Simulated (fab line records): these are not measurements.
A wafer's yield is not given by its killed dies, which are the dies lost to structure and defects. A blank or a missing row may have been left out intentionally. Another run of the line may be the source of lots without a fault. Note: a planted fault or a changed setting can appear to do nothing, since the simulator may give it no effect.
Chamber matching + flow n5Finfet + N5_GATE_CUT_CMP_61 on cmp-03 has 4 sister chambers
The step polishes, stops on SiNx, t overpolish 3 s. 8 wafers are shown with their chamber, then 9 later ones without.

WAFERS PAIRED WITH THEIR CHAMBERS
| wafer  | chamber | motorCurrentA (A) | slurryFilterDpKPa (kPa) |
|--------|---------|-------------------|-------------------------|
| L080.4 | 0       | 10.9              | 13.56                   |
| L080.5 | 0       | 11.4              | 13.49                   |
| L082.3 | 1       | 12.4              | 13.40                   |
| L083.3 | 1       | 12.6              | 13.56                   |
| L087.5 | 2       | 11.7              | 13.44                   |
| L090.2 | 2       | 12.3              | 13.51                   |
| L090.4 | 3       | 13.1              | 13.48                   |
| L090.6 | 3       | 12.9              | 13.68                   |

WAFERS WHOSE CHAMBER IS MISSING
| wafer  | motorCurrentA (A) | slurryFilterDpKPa (kPa) |
|--------|-------------------|-------------------------|
| L092.1 | 11.3              | 13.37                   |
| L092.2 | 13.0              | 13.48                   |
| L092.4 | 12.4              | 13.31                   |
| L094.1 | 11.4              | 13.32                   |
| L094.3 | 12.7              | 13.38                   |
| L094.4 | 12.9              | 13.41                   |
| L096.2 | 12.5              | 13.34                   |
| L096.5 | 12.4              | 13.28                   |
| L096.6 | 12.6              | 13.23                   |

WHICH CHAMBER EACH WENT THROUGH
| wafer  | from the rows above          | in truth |
|--------|------------------------------|----------|
| L092.1 | can't be placed: 0 or 2      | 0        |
| L092.2 | can't be placed: 3 or 1      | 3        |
| L092.4 | can't be placed: 1 or 2 or 3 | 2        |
| L094.1 | can't be placed: 0 or 2 or 1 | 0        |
| L094.3 | can't be placed: 1 or 3 or 2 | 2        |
| L094.4 | can't be placed: 1 or 3 or 2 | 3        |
| L096.2 | can't be placed: 1 or 2 or 3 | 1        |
| L096.5 | can't be placed: 1 or 2 or 3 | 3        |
| L096.6 | can't be placed: 1 or 2 or 3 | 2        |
Correctly placed: 0 of 9. Cannot be placed on the basis of these rows: 9; the candidates contain the true chamber in 9. 0 placed wrongly.
How it was worked out, from the rows above alone: a wafer's distance from a chamber is the root of the sum, over the readings, of the square of ((its reading less the chamber's mean) divided by the reading's scatter). If the next closest chamber is less than 2 further off than the closest, the wafer can't be placed; otherwise it belongs to the closest. The mean given for a chamber averages the wafers shown for that chamber. The scatter: take each reading less its chamber's mean, square it, sum over the shown wafers, divide by the number of wafers less the number of chambers, and take the root.
